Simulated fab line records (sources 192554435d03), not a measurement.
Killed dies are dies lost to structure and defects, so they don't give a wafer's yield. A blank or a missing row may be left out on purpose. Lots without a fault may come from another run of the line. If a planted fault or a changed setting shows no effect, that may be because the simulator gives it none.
Which tool was responsible? / flow n5_finfet / 29 wafers from 10 lots sampled at 5 of the route's 1938 steps

== WHAT THE GAUGES SHOWED, per wafer ==
The record lacks any reading of a measuring or inspecting step that a usual standard deviation could be used to judge.

== EACH LOT AND THE TOOL THAT RAN IT (in order: tool; ch and the chambers of the sampled wafers; start) ==
lot=L882; N5_BEOL_M15_ETCH_38=rie_diel-01 ch 0,1,3, day 13 09:17 or earlier; N5_BEOL_M15_SPUTTER_43=pvd_sputter-02, day 13 09:17; N5_BEOL_M15_SPUTTER_45=pvd_sputter-02, day 13 09:26; N5_BEOL_M15_CMP_49=cmp-03 ch 0,2, day 13 10:08; N5_PASSIVATION_PECVD_00=pecvd-03 ch 1,2, day 13 11:34
lot=L884; N5_BEOL_M15_ETCH_38=rie_diel-06 ch 0,1,2, day 13 23:59 or earlier; N5_BEOL_M15_SPUTTER_43=pvd_sputter-02, day 13 23:59; N5_BEOL_M15_SPUTTER_45=pvd_sputter-02, day 14 00:09; N5_BEOL_M15_CMP_49=cmp-01 ch 0,1, day 14 00:50; N5_PASSIVATION_PECVD_00=pecvd-03 ch 1,2, day 14 02:16
lot=L885; N5_BEOL_M15_ETCH_38=rie_diel-06 ch 0,1,2, day 14 11:36 or earlier; N5_BEOL_M15_SPUTTER_43=pvd_sputter-01, day 14 11:36; N5_BEOL_M15_SPUTTER_45=pvd_sputter-01, day 14 11:46; N5_BEOL_M15_CMP_49=cmp-03 ch 0,1,2, day 14 12:30; N5_PASSIVATION_PECVD_00=pecvd-03 ch 0,1,2, day 14 13:53
lot=L887; N5_BEOL_M15_ETCH_38=rie_diel-06 ch 1,2, day 15 06:39 or earlier; N5_BEOL_M15_SPUTTER_43=pvd_sputter-02, day 15 06:39; N5_BEOL_M15_SPUTTER_45=pvd_sputter-02, day 15 06:49; N5_BEOL_M15_CMP_49=cmp-01 ch 1,3, day 15 07:28; N5_PASSIVATION_PECVD_00=pecvd-02 ch 0,1, day 15 08:58
lot=L890; N5_BEOL_M15_ETCH_38=rie_diel-03 ch 1,2,3, day 17 21:41 or earlier; N5_BEOL_M15_SPUTTER_43=pvd_sputter-02, day 17 21:41; N5_BEOL_M15_SPUTTER_45=pvd_sputter-02, day 17 21:50; N5_BEOL_M15_CMP_49=cmp-03 ch 0,1,3, day 17 22:29; N5_PASSIVATION_PECVD_00=pecvd-04 ch 0,2, day 17 23:56
lot=L891; N5_BEOL_M15_ETCH_38=rie_diel-01 ch 2,3, day 17 21:50 or earlier; N5_BEOL_M15_SPUTTER_43=pvd_sputter-03, day 17 21:50; N5_BEOL_M15_SPUTTER_45=pvd_sputter-03, day 17 21:59; N5_BEOL_M15_CMP_49=cmp-01 ch 2,3, day 17 22:48; N5_PASSIVATION_PECVD_00=pecvd-04 ch 0,1,2, day 18 00:13
lot=L895; N5_BEOL_M15_ETCH_38=rie_diel-06 ch 0,1,2, day 19 17:47 or earlier; N5_BEOL_M15_SPUTTER_43=pvd_sputter-02, day 19 17:47; N5_BEOL_M15_SPUTTER_45=pvd_sputter-02, day 19 17:57; N5_BEOL_M15_CMP_49=cmp-02 ch 0,1,2, day 19 18:43; N5_PASSIVATION_PECVD_00=pecvd-03 ch 1,2, day 19 20:02
lot=L902; N5_BEOL_M15_ETCH_38=rie_diel-06 ch 0,1,3, day 20 05:31 or earlier; N5_BEOL_M15_SPUTTER_43=pvd_sputter-03, day 20 05:31; N5_BEOL_M15_SPUTTER_45=pvd_sputter-03, day 20 05:41; N5_BEOL_M15_CMP_49=cmp-01 ch 1,2,3, day 20 06:25; N5_PASSIVATION_PECVD_00=pecvd-03 ch 0,1,2, day 20 07:48
lot=L903; N5_BEOL_M15_ETCH_38=rie_diel-01 ch 1,2, day 21 15:49 or earlier; N5_BEOL_M15_SPUTTER_43=pvd_sputter-03, day 21 15:49; N5_BEOL_M15_SPUTTER_45=pvd_sputter-03, day 21 15:58; N5_BEOL_M15_CMP_49=cmp-02 ch 0,3, day 21 16:48; N5_PASSIVATION_PECVD_00=pecvd-04 ch 0,1,2, day 21 18:35
lot=L900; N5_BEOL_M15_ETCH_38=rie_diel-03 ch 0,3, day 22 00:37 or earlier; N5_BEOL_M15_SPUTTER_43=pvd_sputter-02, day 22 00:37; N5_BEOL_M15_SPUTTER_45=pvd_sputter-02, day 22 00:46; N5_BEOL_M15_CMP_49=cmp-03 ch 1,2, day 22 01:35; N5_PASSIVATION_PECVD_00=pecvd-02 ch 1,2, day 22 02:53
- N5_BEOL_M15_ETCH_38: etches SiCN in CF4/N2, target depth 106.4 nm, time 120.5 s.
- N5_BEOL_M15_SPUTTER_43: material TaN, target thk 15 nm, time 24.19 s.
- N5_BEOL_M15_SPUTTER_45: material Cu, target thk 100 nm, time 16.67 s.
- N5_BEOL_M15_CMP_49: polishes, stops on SiO2, t overpolish 4.9 s, target thk 850 nm.
- N5_PASSIVATION_PECVD_00: deposits SiO2 from SiH4/N2O, target thk 200 nm, time 11.2 s.

== WHAT THE TOOLS THEMSELVES READ (means of the sampled wafers that have a number; where no wafer has one, the mark that the record gives instead) ==
N5_BEOL_M15_ETCH_38. Usual: chamber_pressure_mTorr 40.01 mTorr, standard deviation 0.04; drypump_motor_current_A 5.9 A, standard deviation 0.38; oes_product_au 0.80 a.u., standard deviation 0.067; rf_vpp_V 382.5 V, standard deviation 1.9; showerhead_plenum_p_Torr 2.22 Torr, standard deviation 0.07; throttle_valve_pct 15.43 %, standard deviation 0.2.
lot=L882; tool=rie_diel-01; chamber_pressure_mTorr (mTorr)=40.04; drypump_motor_current_A (A)=5.7; oes_product_au (a.u.)=0.89; rf_vpp_V (V)=382.3; showerhead_plenum_p_Torr (Torr)=2.25; throttle_valve_pct (%)=15.34; flag=
lot=L884; tool=rie_diel-06; chamber_pressure_mTorr (mTorr)=40.04; drypump_motor_current_A (A)=6.1; oes_product_au (a.u.)=0.80; rf_vpp_V (V)=383.5; showerhead_plenum_p_Torr (Torr)=2.22; throttle_valve_pct (%)=15.46; flag=
lot=L885; tool=rie_diel-06; chamber_pressure_mTorr (mTorr)=40.04; drypump_motor_current_A (A)=6.1; oes_product_au (a.u.)=0.80; rf_vpp_V (V)=382.8; showerhead_plenum_p_Torr (Torr)=2.22; throttle_valve_pct (%)=15.45; flag=
lot=L887; tool=rie_diel-06; chamber_pressure_mTorr (mTorr)=40.01; drypump_motor_current_A (A)=5.8; oes_product_au (a.u.)=0.80; rf_vpp_V (V)=381.8; showerhead_plenum_p_Torr (Torr)=2.19; throttle_valve_pct (%)=15.46; flag=
lot=L890; tool=rie_diel-03; chamber_pressure_mTorr (mTorr)=40.00; drypump_motor_current_A (A)=5.8; oes_product_au (a.u.)=0.81; rf_vpp_V (V)=382.2; showerhead_plenum_p_Torr (Torr)=2.19; throttle_valve_pct (%)=15.28; flag=
lot=L891; tool=rie_diel-01; chamber_pressure_mTorr (mTorr)=40.01; drypump_motor_current_A (A)=6.0; oes_product_au (a.u.)=0.81; rf_vpp_V (V)=383.1; showerhead_plenum_p_Torr (Torr)=2.23; throttle_valve_pct (%)=15.46; flag=
lot=L895; tool=rie_diel-06; chamber_pressure_mTorr (mTorr)=40.00; drypump_motor_current_A (A)=6.1; oes_product_au (a.u.)=0.77; rf_vpp_V (V)=382.6; showerhead_plenum_p_Torr (Torr)=2.21; throttle_valve_pct (%)=15.51; flag=
lot=L902; tool=rie_diel-06; chamber_pressure_mTorr (mTorr)=39.94; drypump_motor_current_A (A)=6.2; oes_product_au (a.u.)=0.81; rf_vpp_V (V)=382.9; showerhead_plenum_p_Torr (Torr)=2.25; throttle_valve_pct (%)=15.35; flag=
lot=L903; tool=rie_diel-01; chamber_pressure_mTorr (mTorr)=40.01; drypump_motor_current_A (A)=5.6; oes_product_au (a.u.)=0.80; rf_vpp_V (V)=383.6; showerhead_plenum_p_Torr (Torr)=2.28; throttle_valve_pct (%)=15.52; flag=
lot=L900; tool=rie_diel-03; chamber_pressure_mTorr (mTorr)=39.98; drypump_motor_current_A (A)=6.0; oes_product_au (a.u.)=0.75; rf_vpp_V (V)=381.2; showerhead_plenum_p_Torr (Torr)=2.12; throttle_valve_pct (%)=15.55; flag=

N5_BEOL_M15_SPUTTER_43. Usual: 29.4 % for throttle_valve_pct, sd 0.98.
lot=L882; tool=pvd_sputter-02; throttle_valve_pct (%)=29.9; flag=
lot=L884; tool=pvd_sputter-02; throttle_valve_pct (%)=29.3; flag=
lot=L885; tool=pvd_sputter-01; throttle_valve_pct (%)=30.0; flag=
lot=L887; tool=pvd_sputter-02; throttle_valve_pct (%)=29.4; flag=
lot=L890; tool=pvd_sputter-02; throttle_valve_pct (%)=29.2; flag=
lot=L891; tool=pvd_sputter-03; throttle_valve_pct (%)=29.0; flag=
lot=L895; tool=pvd_sputter-02; throttle_valve_pct (%)=29.4; flag=
lot=L902; tool=pvd_sputter-03; throttle_valve_pct (%)=28.7; flag=
lot=L903; tool=pvd_sputter-03; throttle_valve_pct (%)=28.9; flag=
lot=L900; tool=pvd_sputter-02; throttle_valve_pct (%)=29.4; flag=

N5_BEOL_M15_SPUTTER_45. Usual: chuck_gas_flow_sccm 1.26 sccm, standard deviation 0.053; throttle_valve_pct 29.4 %, standard deviation 0.98.
lot=L882; tool=pvd_sputter-02; chuck_gas_flow_sccm (sccm)=1.22; throttle_valve_pct (%)=30.0; flag=
lot=L884; tool=pvd_sputter-02; chuck_gas_flow_sccm (sccm)=1.19; throttle_valve_pct (%)=29.5; flag=
lot=L885; tool=pvd_sputter-01; chuck_gas_flow_sccm (sccm)=1.27; throttle_valve_pct (%)=30.2; flag=
lot=L887; tool=pvd_sputter-02; chuck_gas_flow_sccm (sccm)=1.25; throttle_valve_pct (%)=29.4; flag=
lot=L890; tool=pvd_sputter-02; chuck_gas_flow_sccm (sccm)=1.29; throttle_valve_pct (%)=29.1; flag=
lot=L891; tool=pvd_sputter-03; chuck_gas_flow_sccm (sccm)=1.26; throttle_valve_pct (%)=29.1; flag=
lot=L895; tool=pvd_sputter-02; chuck_gas_flow_sccm (sccm)=1.23; throttle_valve_pct (%)=29.5; flag=
lot=L902; tool=pvd_sputter-03; chuck_gas_flow_sccm (sccm)=1.32; throttle_valve_pct (%)=28.6; flag=
lot=L903; tool=pvd_sputter-03; chuck_gas_flow_sccm (sccm)=1.31; throttle_valve_pct (%)=28.8; flag=
lot=L900; tool=pvd_sputter-02; chuck_gas_flow_sccm (sccm)=1.31; throttle_valve_pct (%)=29.3; flag=

N5_BEOL_M15_CMP_49. Usual: barrier_field_endpoint_s 11.32 s, standard deviation 0.24; motor_current_A 8.1 A, standard deviation 0.9.
lot=L882; tool=cmp-03; barrier_field_endpoint_s (s)=11.35; motor_current_A (A)=7.6; flag=
lot=L884; tool=cmp-01; barrier_field_endpoint_s (s)=11.67; motor_current_A (A)=7.8; flag=
lot=L885; tool=cmp-03; barrier_field_endpoint_s (s)=11.24; motor_current_A (A)=7.7; flag=
lot=L887; tool=cmp-01; barrier_field_endpoint_s (s)=11.51; motor_current_A (A)=7.4; flag=
lot=L890; tool=cmp-03; barrier_field_endpoint_s (s)=11.23; motor_current_A (A)=8.2; flag=
lot=L891; tool=cmp-01; barrier_field_endpoint_s (s)=11.33; motor_current_A (A)=8.8; flag=
lot=L895; tool=cmp-02; barrier_field_endpoint_s (s)=11.05; motor_current_A (A)=8.4; flag=
lot=L902; tool=cmp-01; barrier_field_endpoint_s (s)=11.27; motor_current_A (A)=8.3; flag=
lot=L903; tool=cmp-02; barrier_field_endpoint_s (s)=11.08; motor_current_A (A)=7.1; flag=
lot=L900; tool=cmp-03; barrier_field_endpoint_s (s)=7.78; motor_current_A (A)=7.7; flag=OFF

N5_PASSIVATION_PECVD_00. Usual: heater_power_w 618 W, standard deviation 65; showerhead_plenum_p_Torr 8.11 Torr, standard deviation 0.079; showerhead_vpp_V 1539 V, standard deviation 60; throttle_valve_pct 51.4 %, standard deviation 2.2.
lot=L882; tool=pecvd-03; heater_power_w (W)=579; showerhead_plenum_p_Torr (Torr)=8.07; showerhead_vpp_V (V)=1554; throttle_valve_pct (%)=49.7; flag=
lot=L884; tool=pecvd-03; heater_power_w (W)=589; showerhead_plenum_p_Torr (Torr)=8.06; showerhead_vpp_V (V)=1573; throttle_valve_pct (%)=49.7; flag=
lot=L885; tool=pecvd-03; heater_power_w (W)=659; showerhead_plenum_p_Torr (Torr)=8.08; showerhead_vpp_V (V)=1579; throttle_valve_pct (%)=51.5; flag=
lot=L887; tool=pecvd-02; heater_power_w (W)=628; showerhead_plenum_p_Torr (Torr)=8.17; showerhead_vpp_V (V)=1527; throttle_valve_pct (%)=51.8; flag=
lot=L890; tool=pecvd-04; heater_power_w (W)=527; showerhead_plenum_p_Torr (Torr)=8.06; showerhead_vpp_V (V)=1488; throttle_valve_pct (%)=52.6; flag=
lot=L891; tool=pecvd-04; heater_power_w (W)=548; showerhead_plenum_p_Torr (Torr)=8.13; showerhead_vpp_V (V)=1475; throttle_valve_pct (%)=51.7; flag=
lot=L895; tool=pecvd-03; heater_power_w (W)=639; showerhead_plenum_p_Torr (Torr)=8.07; showerhead_vpp_V (V)=1588; throttle_valve_pct (%)=49.9; flag=
lot=L902; tool=pecvd-03; heater_power_w (W)=659; showerhead_plenum_p_Torr (Torr)=8.10; showerhead_vpp_V (V)=1574; throttle_valve_pct (%)=51.6; flag=
lot=L903; tool=pecvd-04; heater_power_w (W)=557; showerhead_plenum_p_Torr (Torr)=8.13; showerhead_vpp_V (V)=1484; throttle_valve_pct (%)=50.4; flag=
lot=L900; tool=pecvd-02; heater_power_w (W)=542; showerhead_plenum_p_Torr (Torr)=8.12; showerhead_vpp_V (V)=1513; throttle_valve_pct (%)=51.0; flag=

== THE ANSWER, worked out from the rows above alone ==
Rule: take the mean of a lot's wafers that have a number; if it is more than 3 standard deviations from the usual mean, the lot is off. A lot without any number at a reading at which 4 lots or more have one is off too. Where the step has rows for the other lots, those lots are counted as sound. The gauges are gone through in route order, then the tools' own readings, and for those a lot's mean is taken as printed above. The first step at which some lot is off is used, and at that step the reading that is off furthest; a lot without a number counts as furthest.
Off, at N5_BEOL_M15_CMP_49 on barrier_field_endpoint_s: L900.
If a tool, at that step or one of the process steps before it, ran each lot that is off and ran no sound lot following the first of them, it fits. With no start given for some of its lots, N5_BEOL_M15_ETCH_38 uses the hours and lot order of N5_BEOL_M15_SPUTTER_43. Can't be told from this: 3 tools fit, rie_diel-03 at N5_BEOL_M15_ETCH_38, pvd_sputter-02 at N5_BEOL_M15_SPUTTER_43 and N5_BEOL_M15_SPUTTER_45, cmp-03 at N5_BEOL_M15_CMP_49.

== WHAT HAD BEEN PUT IN BY THE SIMULATOR ==
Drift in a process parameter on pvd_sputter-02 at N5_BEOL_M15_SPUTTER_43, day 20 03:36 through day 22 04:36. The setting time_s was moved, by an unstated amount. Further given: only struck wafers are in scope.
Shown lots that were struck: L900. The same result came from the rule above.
